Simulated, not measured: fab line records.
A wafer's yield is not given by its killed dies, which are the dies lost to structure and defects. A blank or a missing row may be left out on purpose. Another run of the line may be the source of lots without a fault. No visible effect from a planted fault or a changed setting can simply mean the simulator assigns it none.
fab line records || flow nandHarc
record {"lots": 5, "wafers": 15, "lastDay": 32}
route steps=1302 shown THIN_TSV@1250
lots that met no fault: taken from a fault-free run of the same line
startH: the number of hours between the record's first day and the start of the first shown wafer of the lot || waitH: hours since the lot's step before || " same as the row above || L1.1+2: a row that stands for several wafers || - either no value or no given start || * or withheld: withheld || < > ~ a bound
route shown NAME@n: NAME is a module with steps in the file, n the number in the route of the first one || usual: mean and standard deviation over wafers with no fault || same: alike in all rows || chamber/n: place in a boat || sites: each site's reading || _std_site: the standard deviation of these || _edge_site: the outer-site mean with the inner-site mean subtracted || radiusMm: how far each site lies from the wafer's centre || mask NAME#n: copy n || behind: the most recent tool/chamber to have shaped the wafer || hold: why the lot was held/for how many hours/how that ended || device: transistor that didn't switch, given as n, p or np || end of line: the tests these same wafers got at the end of their route || where a step has no rows: the recipe by itself || killed: the dies lost at the first sort to structure and to defects; this is not the yield of the wafer || map: shows each die of a wafer: x if killed, . if not, _ if none is there
set.NAME: the run value of the setting; set.NAME@STEP: its run value at that earlier step || model.NAME: the simulator's own value behind a step, which no gauge read
lots at selected steps of the route; one table per step, one row per wafer
services: the hour from which a tool's chamber was out of use, counted from the record's first day as startH (under 0 if before that day), plus the number of hours and why
## steps
# step NHARC_THIN_TSV_DEP_43
# recipe {"targetThkA": 13285, "tempC": "withheld", "pressureTorr": 6.5, "rfW": 900, "teosFlowSccm": 161.4, "flowSccm": 2650, "targetThkNm": 1328.5, "gas": "O2", "material": "SiO2"}
# usual {"chamberPressureTorr": "6.501/0.015", "throttleValvePct": "15.8/0.41"}
{"lot.wafer": "L266.1", "tool": "pecvd-01", "chamber": 0, "startH": 586.79, "waitH": "-", "chamberPressureTorr": 6.495, "throttleValvePct": 15.7}
{"lot.wafer": "L266.3", "tool": "pecvd-01", "chamber": 2, "startH": 586.79, "waitH": "-", "chamberPressureTorr": 6.509, "throttleValvePct": 15.8}
{"lot.wafer": "L266.4", "tool": "pecvd-01", "chamber": 2, "startH": 586.79, "waitH": "-", "chamberPressureTorr": 6.522, "throttleValvePct": 16.1}
{"lot.wafer": "L267.2", "tool": "pecvd-04", "chamber": 0, "startH": 589.08, "waitH": "-", "chamberPressureTorr": 6.479, "throttleValvePct": 15.2}
{"lot.wafer": "L267.6", "tool": "pecvd-04", "chamber": 0, "startH": 589.08, "waitH": "-", "chamberPressureTorr": 6.502, "throttleValvePct": 15.2}
{"lot.wafer": "L267.4", "tool": "pecvd-04", "chamber": 1, "startH": 589.08, "waitH": "-", "chamberPressureTorr": 6.497, "throttleValvePct": 16.0}
{"lot.wafer": "L280.2", "tool": "pecvd-01", "chamber": 2, "startH": 700.39, "waitH": "-", "chamberPressureTorr": 6.477, "throttleValvePct": 16.3}
{"lot.wafer": "L280.4", "tool": "pecvd-01", "chamber": 0, "startH": 700.39, "waitH": "-", "chamberPressureTorr": 6.488, "throttleValvePct": 15.5}
{"lot.wafer": "L280.6", "tool": "pecvd-01", "chamber": 1, "startH": 700.39, "waitH": "-", "chamberPressureTorr": 6.494, "throttleValvePct": 15.7}
{"lot.wafer": "L282.3", "tool": "pecvd-02", "chamber": 0, "startH": 709.98, "waitH": "-", "chamberPressureTorr": 6.510, "throttleValvePct": 16.0}
{"lot.wafer": "L282.1", "tool": "pecvd-02", "chamber": 1, "startH": 709.98, "waitH": "-", "chamberPressureTorr": 6.514, "throttleValvePct": 15.6}
{"lot.wafer": "L282.4", "tool": "pecvd-02", "chamber": 1, "startH": 709.98, "waitH": "-", "chamberPressureTorr": 6.498, "throttleValvePct": 15.7}
{"lot.wafer": "L285.2", "tool": "pecvd-02", "chamber": 1, "startH": 755.94, "waitH": "-", "chamberPressureTorr": 6.497, "throttleValvePct": 15.7}
{"lot.wafer": "L285.5", "tool": "pecvd-02", "chamber": 0, "startH": 755.94, "waitH": "-", "chamberPressureTorr": 6.511, "throttleValvePct": 16.2}
{"lot.wafer": "L285.6", "tool": "pecvd-02", "chamber": 1, "startH": 755.94, "waitH": "-", "chamberPressureTorr": 6.491, "throttleValvePct": 15.5}
# step NHARC_THIN_TSV_DEHYDRATE_04
# recipe {"tempC": 150, "timeS": 120}
# step NHARC_THIN_TSV_HMDS_05
# recipe {"timeS": 30}
# step NHARC_THIN_TSV_COAT_06
# recipe {"spinRpm": "*"}
# step NHARC_THIN_TSV_SOFTBAKE_07
# recipe {"tempC": 122, "timeS": 95}
# step NHARC_THIN_TSV_EBR_08
# step NHARC_THIN_TSV_EXPOSE_09
# recipe {"na": 0.55, "doseMj": 30.7, "maskId": "TSV"}
# step NHARC_THIN_TSV_PEB_10
# recipe {"pebTempC": 118, "pebTimeS": 85}
# step NHARC_THIN_TSV_DEVELOP_11
# recipe {"timeS": 70}
# step NHARC_THIN_TSV_CD_MEAS_12
# recipe {"targetCdNm": 1000, "landingEnergyEv": 500}
# usual {"cdNm": "1001.5/1.4"}
{"lot.wafer": "L266.1", "tool": "cdSem-02", "chamber": 0, "startH": 587.49, "waitH": "-", "cdNm": 999.9}
{"lot.wafer": "L266.3", "tool": "cdSem-02", "chamber": 0, "startH": 587.49, "waitH": "-", "cdNm": 1001.5}
{"lot.wafer": "L266.4", "tool": "cdSem-02", "chamber": 0, "startH": 587.49, "waitH": "-", "cdNm": 1001.5}
{"lot.wafer": "L267.2", "tool": "cdSem-02", "chamber": 0, "startH": 589.86, "waitH": "-", "cdNm": 1001.5}
{"lot.wafer": "L267.4", "tool": "cdSem-02", "chamber": 0, "startH": 589.86, "waitH": "-", "cdNm": 1001.4}
{"lot.wafer": "L267.6", "tool": "cdSem-02", "chamber": 0, "startH": 589.86, "waitH": "-", "cdNm": 999.8}
{"lot.wafer": "L280.2", "tool": "cdSem-01", "chamber": 0, "startH": 701.13, "waitH": "-", "cdNm": 1002.2}
{"lot.wafer": "L280.4", "tool": "cdSem-01", "chamber": 0, "startH": 701.13, "waitH": "-", "cdNm": 999.9}
{"lot.wafer": "L280.6", "tool": "cdSem-01", "chamber": 0, "startH": 701.13, "waitH": "-", "cdNm": 1000.4}
{"lot.wafer": "L282.1", "tool": "cdSem-03", "chamber": 0, "startH": 710.81, "waitH": "-", "cdNm": 999.9}
{"lot.wafer": "L282.3", "tool": "cdSem-03", "chamber": 0, "startH": 710.81, "waitH": "-", "cdNm": 1001.1}
{"lot.wafer": "L282.4", "tool": "cdSem-03", "chamber": 0, "startH": 710.81, "waitH": "-", "cdNm": 1001.5}
{"lot.wafer": "L285.2", "tool": "cdSem-02", "chamber": 0, "startH": 756.61, "waitH": "-", "cdNm": 1002.7}
{"lot.wafer": "L285.5", "tool": "cdSem-02", "chamber": 0, "startH": 756.61, "waitH": "-", "cdNm": 1001.9}
{"lot.wafer": "L285.6", "tool": "cdSem-02", "chamber": 0, "startH": 756.61, "waitH": "-", "cdNm": 1001.6}
# step NHARC_THIN_TSV_HARDBAKE_13
# recipe {"tempC": 125, "timeS": 80}
# step NHARC_THIN_TSV_DESCUM_14
# recipe {"timeS": 3, "o2FlowSccm": 200, "arFlowSccm": 0, "biasPowerW": 0, "chemistry": "O2"}
# usual {"drypumpMotorCurrentA": "5.6/0.34", "oesProductAu": "0.996/0.0082", "rfVppV": "57.9/0.88", "showerheadPlenumPTorr": "1.94/0.08", "throttleValvePct": "11.312/0.0097"}
# same {"timeS": 3}
{"lot.wafer": "L266.1", "tool": "rieDiel-10", "chamber": 2, "startH": 587.65, "waitH": "-", "drypumpMotorCurrentA": 5.4, "oesProductAu": 0.997, "rfHoursCounterH": 7.8, "rfVppV": 59.4, "showerheadPlenumPTorr": 2.03, "throttleValvePct": 11.295}
{"lot.wafer": "L266.3", "tool": "rieDiel-10", "chamber": 0, "startH": 587.65, "waitH": "-", "drypumpMotorCurrentA": 5.2, "oesProductAu": 0.997, "rfHoursCounterH": 8.3, "rfVppV": 57.8, "showerheadPlenumPTorr": 1.83, "throttleValvePct": 11.302}
{"lot.wafer": "L266.4", "tool": "rieDiel-10", "chamber": 1, "startH": 587.65, "waitH": "-", "drypumpMotorCurrentA": 5.3, "oesProductAu": 0.999, "rfHoursCounterH": 8.6, "rfVppV": 57.4, "showerheadPlenumPTorr": 1.88, "throttleValvePct": 11.322}
{"lot.wafer": "L267.2", "tool": "rieDiel-10", "chamber": 3, "startH": 590.02, "waitH": "-", "drypumpMotorCurrentA": 5.4, "oesProductAu": 1.005, "rfHoursCounterH": 8.4, "rfVppV": 58.3, "showerheadPlenumPTorr": 2.05, "throttleValvePct": 11.312}
{"lot.wafer": "L267.4", "tool": "rieDiel-10", "chamber": 0, "startH": 590.02, "waitH": "-", "drypumpMotorCurrentA": 5.2, "oesProductAu": 1.007, "rfHoursCounterH": 8.8, "rfVppV": 57.7, "showerheadPlenumPTorr": 1.83, "throttleValvePct": 11.302}
{"lot.wafer": "L267.6", "tool": "rieDiel-10", "chamber": 0, "startH": 590.02, "waitH": "-", "drypumpMotorCurrentA": 5.2, "oesProductAu": 1.003, "rfHoursCounterH": "-", "rfVppV": 56.9, "showerheadPlenumPTorr": 1.83, "throttleValvePct": 11.299}
{"lot.wafer": "L280.2", "tool": "rieDiel-10", "chamber": 2, "startH": 701.30, "waitH": "-", "drypumpMotorCurrentA": 5.4, "oesProductAu": 0.996, "rfHoursCounterH": 6.0, "rfVppV": 58.5, "showerheadPlenumPTorr": 2.03, "throttleValvePct": 11.305}
{"lot.wafer": "L280.4", "tool": "rieDiel-10", "chamber": 0, "startH": 701.30, "waitH": "-", "drypumpMotorCurrentA": 5.2, "oesProductAu": 0.980, "rfHoursCounterH": 5.0, "rfVppV": 58.0, "showerheadPlenumPTorr": 1.83, "throttleValvePct": 11.309}
{"lot.wafer": "L280.6", "tool": "rieDiel-10", "chamber": 1, "startH": 701.30, "waitH": "-", "drypumpMotorCurrentA": 5.3, "oesProductAu": 0.987, "rfHoursCounterH": "-", "rfVppV": 57.0, "showerheadPlenumPTorr": 1.88, "throttleValvePct": 11.311}
{"lot.wafer": "L282.1", "tool": "rieDiel-11", "chamber": 0, "startH": 710.97, "waitH": "-", "drypumpMotorCurrentA": 5.8, "oesProductAu": 1.005, "rfHoursCounterH": 5.8, "rfVppV": 57.8, "showerheadPlenumPTorr": 2.04, "throttleValvePct": 11.305}
{"lot.wafer": "L282.4", "tool": "rieDiel-11", "chamber": 1, "startH": 710.97, "waitH": "-", "drypumpMotorCurrentA": 5.5, "oesProductAu": 0.996, "rfHoursCounterH": 5.8, "rfVppV": 58.1, "showerheadPlenumPTorr": 1.95, "throttleValvePct": 11.311}
{"lot.wafer": "L282.3", "tool": "rieDiel-11", "chamber": 3, "startH": 710.97, "waitH": "-", "drypumpMotorCurrentA": 5.9, "oesProductAu": 1.002, "rfHoursCounterH": 5.8, "rfVppV": 57.7, "showerheadPlenumPTorr": 1.86, "throttleValvePct": 11.317}
{"lot.wafer": "L285.2", "tool": "rieDiel-11", "chamber": 2, "startH": 756.78, "waitH": "-", "drypumpMotorCurrentA": 6.1, "oesProductAu": 0.993, "rfHoursCounterH": 6.6, "rfVppV": 58.3, "showerheadPlenumPTorr": 1.79, "throttleValvePct": 11.316}
{"lot.wafer": "L285.5", "tool": "rieDiel-11", "chamber": 0, "startH": 756.78, "waitH": "-", "drypumpMotorCurrentA": 5.8, "oesProductAu": 0.999, "rfHoursCounterH": "-", "rfVppV": 56.8, "showerheadPlenumPTorr": 2.04, "throttleValvePct": 11.319}
{"lot.wafer": "L285.6", "tool": "rieDiel-11", "chamber": 1, "startH": 756.78, "waitH": "-", "drypumpMotorCurrentA": 5.5, "oesProductAu": 0.994, "rfHoursCounterH": "-", "rfVppV": 58.0, "showerheadPlenumPTorr": 1.95, "throttleValvePct": 11.311}
# step NHARC_THIN_TSV_ETCH_44
# recipe {"targetDepthA": 15942, "timeS": 797.1, "cf4FlowSccm": 150, "o2FlowSccm": 10, "arFlowSccm": 0, "rfW": 300, "biasW": 800, "chemistry": "CF4/O2"}
# usual {"drypumpMotorCurrentA": "5.7/0.35", "oesProductAu": "0.994/0.0087", "rfFwdPowerW": "299.7/1", "rfVppV": "795/4.5", "showerheadPlenumPTorr": "1.85/0.072", "throttleValvePct": "16.914/0.0087"}
# same {"timeS": 797.1}
{"lot.wafer": "L266.4", "tool": "rieDiel-10", "chamber": 0, "startH": 587.74, "waitH": 0.1, "drypumpMotorCurrentA": 5.3, "oesProductAu": 0.996, "rfFwdPowerW": 300.2, "rfHoursCounterH": 8.4, "rfVppV": 791, "showerheadPlenumPTorr": 1.76, "throttleValvePct": 16.917}
{"lot.wafer": "L266.3", "tool": "rieDiel-10", "chamber": 1, "startH": 587.74, "waitH": 0.1, "drypumpMotorCurrentA": 5.3, "oesProductAu": 1.012, "rfFwdPowerW": 299.8, "rfHoursCounterH": 8.7, "rfVppV": 792, "showerheadPlenumPTorr": 1.80, "throttleValvePct": 16.923}
{"lot.wafer": "L266.1", "tool": "rieDiel-10", "chamber": 2, "startH": 587.74, "waitH": 0.1, "drypumpMotorCurrentA": 5.4, "oesProductAu": 1.002, "rfFwdPowerW": 299.8, "rfHoursCounterH": 7.9, "rfVppV": 801, "showerheadPlenumPTorr": 1.94, "throttleValvePct": 16.917}
{"lot.wafer": "L267.4", "tool": "rieDiel-10", "chamber": 0, "startH": 590.16, "waitH": 0.1, "drypumpMotorCurrentA": 5.2, "oesProductAu": 0.994, "rfFwdPowerW": 299.5, "rfHoursCounterH": 8.9, "rfVppV": 790, "showerheadPlenumPTorr": 1.76, "throttleValvePct": 16.916}
{"lot.wafer": "L267.2", "tool": "rieDiel-10", "chamber": 2, "startH": 590.16, "waitH": 0.1, "drypumpMotorCurrentA": 5.4, "oesProductAu": 1.016, "rfFwdPowerW": 301.4, "rfHoursCounterH": 8.2, "rfVppV": 801, "showerheadPlenumPTorr": 1.94, "throttleValvePct": 16.915}
{"lot.wafer": "L267.6", "tool": "rieDiel-10", "chamber": 0, "startH": 590.16, "waitH": 0.1, "drypumpMotorCurrentA": 5.2, "oesProductAu": 1.004, "rfFwdPowerW": 298.4, "rfHoursCounterH": "-", "rfVppV": 790, "showerheadPlenumPTorr": 1.76, "throttleValvePct": 16.923}
{"lot.wafer": "L280.4", "tool": "rieDiel-10", "chamber": 0, "startH": 701.38, "waitH": 0.1, "drypumpMotorCurrentA": 5.3, "oesProductAu": 0.992, "rfFwdPowerW": 298.2, "rfHoursCounterH": 5.1, "rfVppV": 788, "showerheadPlenumPTorr": 1.76, "throttleValvePct": 16.916}
{"lot.wafer": "L280.2", "tool": "rieDiel-10", "chamber": 1, "startH": 701.38, "waitH": 0.1, "drypumpMotorCurrentA": 5.3, "oesProductAu": 0.988, "rfFwdPowerW": 299.8, "rfHoursCounterH": 3.9, "rfVppV": 792, "showerheadPlenumPTorr": 1.80, "throttleValvePct": 16.902}
{"lot.wafer": "L280.6", "tool": "rieDiel-10", "chamber": 1, "startH": 701.38, "waitH": 0.1, "drypumpMotorCurrentA": 5.3, "oesProductAu": 0.997, "rfFwdPowerW": 301.1, "rfHoursCounterH": "-", "rfVppV": 793, "showerheadPlenumPTorr": 1.80, "throttleValvePct": 16.913}
{"lot.wafer": "L282.3", "tool": "rieDiel-11", "chamber": 0, "startH": 711.05, "waitH": 0.1, "drypumpMotorCurrentA": 5.8, "oesProductAu": 1.002, "rfFwdPowerW": 299.4, "rfHoursCounterH": 5.9, "rfVppV": 803, "showerheadPlenumPTorr": 1.94, "throttleValvePct": 16.920}
{"lot.wafer": "L282.4", "tool": "rieDiel-11", "chamber": 2, "startH": 711.05, "waitH": 0.1, "drypumpMotorCurrentA": 6.1, "oesProductAu": 1.003, "rfFwdPowerW": 299.8, "rfHoursCounterH": 4.7, "rfVppV": 788, "showerheadPlenumPTorr": 1.73, "throttleValvePct": 16.901}
{"lot.wafer": "L282.1", "tool": "rieDiel-11", "chamber": 3, "startH": 711.05, "waitH": 0.1, "drypumpMotorCurrentA": 5.9, "oesProductAu": 1.008, "rfFwdPowerW": 299.7, "rfHoursCounterH": 5.9, "rfVppV": 793, "showerheadPlenumPTorr": 1.78, "throttleValvePct": 16.916}
{"lot.wafer": "L285.2", "tool": "rieDiel-11", "chamber": 0, "startH": 756.85, "waitH": 0.1, "drypumpMotorCurrentA": 5.8, "oesProductAu": 0.744, "rfFwdPowerW": 181.4, "rfHoursCounterH": 8.6, "rfVppV": 802, "showerheadPlenumPTorr": 1.94, "throttleValvePct": 16.916}
{"lot.wafer": "L285.5", "tool": "rieDiel-11", "chamber": 0, "startH": 756.85, "waitH": 0.1, "drypumpMotorCurrentA": 5.8, "oesProductAu": 0.751, "rfFwdPowerW": 181.5, "rfHoursCounterH": "-", "rfVppV": 801, "showerheadPlenumPTorr": 1.94, "throttleValvePct": 16.915}
{"lot.wafer": "L285.6", "tool": "rieDiel-11", "chamber": 1, "startH": 756.85, "waitH": 0.1, "drypumpMotorCurrentA": 5.5, "oesProductAu": 0.985, "rfFwdPowerW": 299.5, "rfHoursCounterH": "-", "rfVppV": 796, "showerheadPlenumPTorr": 1.86, "throttleValvePct": 16.902}
# step NHARC_THIN_TSV_ETCH_15
# recipe {"targetDepthA": 30000, "boschTargetOveretchCycles": 2, "boschEtchStepS": 2.8, "boschDepStepS": 1.2, "boschCycles": 14}
# usual {"drypumpMotorCurrentA": "5.7/0.43", "heBacksideLeakSccm": "2.7/0.31"}
# same {"boschDepStepS": 1.2}
{"lot.wafer": "L266.4", "tool": "rieSi-05", "chamber": 2, "startH": 588.31, "waitH": "-", "drypumpMotorCurrentA": 5.9, "heBacksideLeakSccm": 2.7, "rfHoursCounterH": 0.6}
{"lot.wafer": "L266.1", "tool": "rieSi-05", "chamber": 3, "startH": 588.31, "waitH": "-", "drypumpMotorCurrentA": 5.0, "heBacksideLeakSccm": 2.3, "rfHoursCounterH": 0.5}
{"lot.wafer": "L266.3", "tool": "rieSi-05", "chamber": 0, "startH": 588.31, "waitH": "-", "drypumpMotorCurrentA": 5.8, "heBacksideLeakSccm": 2.6, "rfHoursCounterH": 0.5}
{"lot.wafer": "L267.4", "tool": "rieSi-03", "chamber": 3, "startH": 590.68, "waitH": "-", "drypumpMotorCurrentA": 5.5, "heBacksideLeakSccm": 2.6, "rfHoursCounterH": 0.1}
{"lot.wafer": "L267.2", "tool": "rieSi-03", "chamber": 2, "startH": 590.68, "waitH": "-", "drypumpMotorCurrentA": 5.6, "heBacksideLeakSccm": 2.8, "rfHoursCounterH": 0.1}
{"lot.wafer": "L267.6", "tool": "rieSi-03", "chamber": 0, "startH": 590.68, "waitH": "-", "drypumpMotorCurrentA": 5.7, "heBacksideLeakSccm": 2.7, "rfHoursCounterH": "-"}
{"lot.wafer": "L280.2", "tool": "rieSi-06", "chamber": 3, "startH": 701.97, "waitH": "-", "drypumpMotorCurrentA": 5.3, "heBacksideLeakSccm": 2.6, "rfHoursCounterH": 0.5}
{"lot.wafer": "L280.4", "tool": "rieSi-06", "chamber": 0, "startH": 701.97, "waitH": "-", "drypumpMotorCurrentA": 5.3, "heBacksideLeakSccm": 2.5, "rfHoursCounterH": 0.4}
{"lot.wafer": "L280.6", "tool": "rieSi-06", "chamber": 2, "startH": 701.97, "waitH": "-", "drypumpMotorCurrentA": 6.4, "heBacksideLeakSccm": 2.6, "rfHoursCounterH": "-"}
{"lot.wafer": "L282.4", "tool": "rieSi-06", "chamber": 2, "startH": 711.64, "waitH": "-", "drypumpMotorCurrentA": 6.4, "heBacksideLeakSccm": 2.9, "rfHoursCounterH": 0.6}
{"lot.wafer": "L282.3", "tool": "rieSi-06", "chamber": 3, "startH": 711.64, "waitH": "-", "drypumpMotorCurrentA": 5.3, "heBacksideLeakSccm": 2.5, "rfHoursCounterH": 0.5}
{"lot.wafer": "L282.1", "tool": "rieSi-06", "chamber": 0, "startH": 711.64, "waitH": "-", "drypumpMotorCurrentA": 5.3, "heBacksideLeakSccm": 4.4, "rfHoursCounterH": 0.4}
{"lot.wafer": "L285.2", "tool": "rieSi-06", "chamber": 2, "startH": 757.43, "waitH": "-", "drypumpMotorCurrentA": 6.4, "heBacksideLeakSccm": 2.7, "rfHoursCounterH": 0.9}
{"lot.wafer": "L285.6", "tool": "rieSi-06", "chamber": 1, "startH": 757.43, "waitH": "-", "drypumpMotorCurrentA": 5.4, "heBacksideLeakSccm": 2.8, "rfHoursCounterH": "-"}
{"lot.wafer": "L285.5", "tool": "rieSi-06", "chamber": 2, "startH": 757.43, "waitH": "-", "drypumpMotorCurrentA": 6.4, "heBacksideLeakSccm": 2.7, "rfHoursCounterH": "-"}
# step NHARC_THIN_TSV_CD_MEAS_16
# usual {"cdNm": "1001.4/1.6"}
{"lot.wafer": "L266.1", "tool": "cdSem-01", "chamber": "-", "startH": 588.46, "waitH": 0.1, "cdNm": 1000.3}
{"lot.wafer": "L266.3", "tool": "cdSem-01", "chamber": "-", "startH": 588.46, "waitH": 0.1, "cdNm": 1001.1}
{"lot.wafer": "L266.4", "tool": "cdSem-01", "chamber": "-", "startH": 588.46, "waitH": 0.1, "cdNm": 1001.8}
{"lot.wafer": "L267.2", "tool": "cdSem-01", "chamber": "-", "startH": 590.83, "waitH": 0.1, "cdNm": 1001.6}
{"lot.wafer": "L267.4", "tool": "cdSem-01", "chamber": "-", "startH": 590.83, "waitH": 0.1, "cdNm": 1001.4}
{"lot.wafer": "L267.6", "tool": "cdSem-01", "chamber": "-", "startH": 590.83, "waitH": 0.1, "cdNm": 999.5}
{"lot.wafer": "L280.2", "tool": "cdSem-03", "chamber": "-", "startH": 702.09, "waitH": 0.1, "cdNm": 1000.6}
{"lot.wafer": "L280.4", "tool": "cdSem-03", "chamber": "-", "startH": 702.09, "waitH": 0.1, "cdNm": 999.8}
{"lot.wafer": "L280.6", "tool": "cdSem-03", "chamber": "-", "startH": 702.09, "waitH": 0.1, "cdNm": 999.4}
{"lot.wafer": "L282.1", "tool": "cdSem-03", "chamber": "-", "startH": 711.77, "waitH": 0.1, "cdNm": 999.9}
{"lot.wafer": "L282.3", "tool": "cdSem-03", "chamber": "-", "startH": 711.77, "waitH": 0.1, "cdNm": 1002.4}
{"lot.wafer": "L282.4", "tool": "cdSem-03", "chamber": "-", "startH": 711.77, "waitH": 0.1, "cdNm": 1002.6}
{"lot.wafer": "L285.2", "tool": "cdSem-01", "chamber": "-", "startH": 757.56, "waitH": 0.1, "cdNm": 1007.3}
{"lot.wafer": "L285.5", "tool": "cdSem-01", "chamber": "-", "startH": 757.56, "waitH": 0.1, "cdNm": 1006.5}
{"lot.wafer": "L285.6", "tool": "cdSem-01", "chamber": "-", "startH": 757.56, "waitH": 0.1, "cdNm": 1001.8}
# step NHARC_THIN_TSV_STRIP_45
# recipe {"powerW": 1500, "tempC": 250, "chemistry": "O2"}
# usual {"drypumpMotorCurrentA": "5.6/0.62", "heaterPowerW": "354/37"}
{"lot.wafer": "L266.1", "tool": "plasmaAsher-01", "chamber": 0, "startH": 588.53, "waitH": 0.1, "drypumpMotorCurrentA": 5.1, "heaterPowerW": 301, "rfHoursCounterH": 11}
{"lot.wafer": "L266.3", "tool": "plasmaAsher-01", "chamber": 0, "startH": 588.53, "waitH": 0.1, "drypumpMotorCurrentA": 5.0, "heaterPowerW": 301, "rfHoursCounterH": "-"}
{"lot.wafer": "L266.4", "tool": "plasmaAsher-01", "chamber": 1, "startH": 588.53, "waitH": 0.1, "drypumpMotorCurrentA": 5.1, "heaterPowerW": 412, "rfHoursCounterH": "-"}
{"lot.wafer": "L267.2", "tool": "plasmaAsher-01", "chamber": 0, "startH": 590.90, "waitH": 0.1, "drypumpMotorCurrentA": 5.0, "heaterPowerW": 312, "rfHoursCounterH": 12}
{"lot.wafer": "L267.4", "tool": "plasmaAsher-01", "chamber": 0, "startH": 590.90, "waitH": 0.1, "drypumpMotorCurrentA": 5.0, "heaterPowerW": 302, "rfHoursCounterH": "-"}
{"lot.wafer": "L267.6", "tool": "plasmaAsher-01", "chamber": 0, "startH": 590.90, "waitH": 0.1, "drypumpMotorCurrentA": 5.0, "heaterPowerW": 310, "rfHoursCounterH": "-"}
{"lot.wafer": "L280.2", "tool": "plasmaAsher-02", "chamber": 1, "startH": 702.75, "waitH": 0.7, "drypumpMotorCurrentA": 6.6, "heaterPowerW": 349, "rfHoursCounterH": 17}
{"lot.wafer": "L280.4", "tool": "plasmaAsher-02", "chamber": 1, "startH": 702.75, "waitH": 0.7, "drypumpMotorCurrentA": 6.6, "heaterPowerW": 349, "rfHoursCounterH": "-"}
{"lot.wafer": "L280.6", "tool": "plasmaAsher-02", "chamber": 1, "startH": 702.75, "waitH": 0.7, "drypumpMotorCurrentA": 6.6, "heaterPowerW": 354, "rfHoursCounterH": "-"}
{"lot.wafer": "L282.1", "tool": "plasmaAsher-02", "chamber": 0, "startH": 711.85, "waitH": 0.1, "drypumpMotorCurrentA": 5.7, "heaterPowerW": 350, "rfHoursCounterH": 19}
{"lot.wafer": "L282.3", "tool": "plasmaAsher-02", "chamber": 0, "startH": 711.85, "waitH": 0.1, "drypumpMotorCurrentA": 5.7, "heaterPowerW": 343, "rfHoursCounterH": "-"}
{"lot.wafer": "L282.4", "tool": "plasmaAsher-02", "chamber": 1, "startH": 711.85, "waitH": 0.1, "drypumpMotorCurrentA": 6.6, "heaterPowerW": 354, "rfHoursCounterH": "-"}
{"lot.wafer": "L285.2", "tool": "plasmaAsher-01", "chamber": 0, "startH": 757.68, "waitH": 0.1, "drypumpMotorCurrentA": 5.0, "heaterPowerW": 306, "rfHoursCounterH": 10}
{"lot.wafer": "L285.6", "tool": "plasmaAsher-01", "chamber": 1, "startH": 757.68, "waitH": 0.1, "drypumpMotorCurrentA": 5.1, "heaterPowerW": 409, "rfHoursCounterH": "-"}
{"lot.wafer": "L285.5", "tool": "plasmaAsher-01", "chamber": 0, "startH": 757.68, "waitH": 0.1, "drypumpMotorCurrentA": 5.1, "heaterPowerW": 300, "rfHoursCounterH": "-"}
## services
{"tool": "pecvd-02", "chamber": 2, "startH": 565.82, "hours": 2.4, "kind": "repair"}
{"tool": "rieSi-05", "chamber": "-", "startH": 567.28, "hours": 0.3, "kind": "repair"}
{"tool": "pecvd-01", "chamber": "-", "startH": 572.57, "hours": 1.1, "kind": "repair"}
{"tool": "pecvd-04", "chamber": "-", "startH": 573.26, "hours": 0.7, "kind": "repair"}
{"tool": "pecvd-02", "chamber": "-", "startH": 589.00, "hours": 13.0, "kind": "pm"}
{"tool": "rieDiel-10", "chamber": "-", "startH": 596.97, "hours": 9.0, "kind": "pm"}
{"tool": "rieSi-06", "chamber": 2, "startH": 599.96, "hours": 4.4, "kind": "repair"}
{"tool": "plasmaAsher-02", "chamber": "-", "startH": 603.00, "hours": 9.0, "kind": "pm"}
{"tool": "rieSi-06", "chamber": "-", "startH": 603.00, "hours": 9.0, "kind": "pm"}
{"tool": "rieDiel-11", "chamber": 3, "startH": 606.82, "hours": 17.6, "kind": "repair"}
{"tool": "rieDiel-11", "chamber": "-", "startH": 609.50, "hours": 9.0, "kind": "pm"}
{"tool": "plasmaAsher-02", "chamber": "-", "startH": 616.29, "hours": 12.0, "kind": "repair"}
{"tool": "rieDiel-11", "chamber": 2, "startH": 632.22, "hours": 15.2, "kind": "repair"}
{"tool": "rieSi-06", "chamber": 0, "startH": 646.55, "hours": 7.9, "kind": "repair"}
{"tool": "rieDiel-10", "chamber": 1, "startH": 665.18, "hours": 12.1, "kind": "repair"}
{"tool": "rieDiel-10", "chamber": 3, "startH": 668.56, "hours": 16.0, "kind": "repair"}
{"tool": "pecvd-01", "chamber": 2, "startH": 671.11, "hours": 5.5, "kind": "repair"}
{"tool": "pecvd-01", "chamber": "-", "startH": 673.00, "hours": 13.0, "kind": "pm"}
{"tool": "rieDiel-10", "chamber": "-", "startH": 687.81, "hours": 0.8, "kind": "repair"}
{"tool": "rieDiel-11", "chamber": 1, "startH": 695.33, "hours": 2.5, "kind": "repair"}
{"tool": "plasmaAsher-01", "chamber": "-", "startH": 696.21, "hours": 9.0, "kind": "pm"}
{"tool": "pecvd-02", "chamber": "-", "startH": 702.27, "hours": 1.0, "kind": "repair"}
{"tool": "rieDiel-11", "chamber": "-", "startH": 709.85, "hours": 0.3, "kind": "repair"}
{"tool": "rieSi-06", "chamber": "-", "startH": 716.54, "hours": 2.7, "kind": "repair"}
## key
firstSign {"step": "NHARC_THIN_TSV_ETCH_44", "reading": "rfFwdPowerW", "direction": "down", "sigmas": "99+", "usual": "*", "struck": "*"}
effect {"step": "NHARC_THIN_TSV_ETCH_44", "reading": "oesProductAu", "direction": "down", "sigmas": 28, "usual": 0.994, "struck": 0.748}
effect {"step": "NHARC_THIN_TSV_CD_MEAS_16", "reading": "cdNm", "direction": "up", "sigmas": 3.5, "usual": 1001.4, "struck": 1006.9}
metAt NHARC_THIN_TSV_ETCH_44
struckWafers L285.2,L285.5
laterRowsLeftOut L285.2,L285.5
sortLeftOut L285.2,L285.5
onsetBetween 711.05 756.85
fault {"kind": "processParameterDrift", "tool": "rieDiel-11", "chamber": 0, "onsetH": 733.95, "steps": "NHARC_THIN_TSV_ETCH_44", "channel": "rfW", "offset": "*", "shape": "step", "endH": 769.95, "actsIn": "*", "stated": "*"}
# sortLeftOut: the simulated sort isn't trusted on such a fault, so these wafers' sort isn't shown, and their yield isn't known
# laterRowsLeftOut: the simulator's readings of these wafers behind a module that went badly wrong aren't trusted and aren't shown, but for the sort
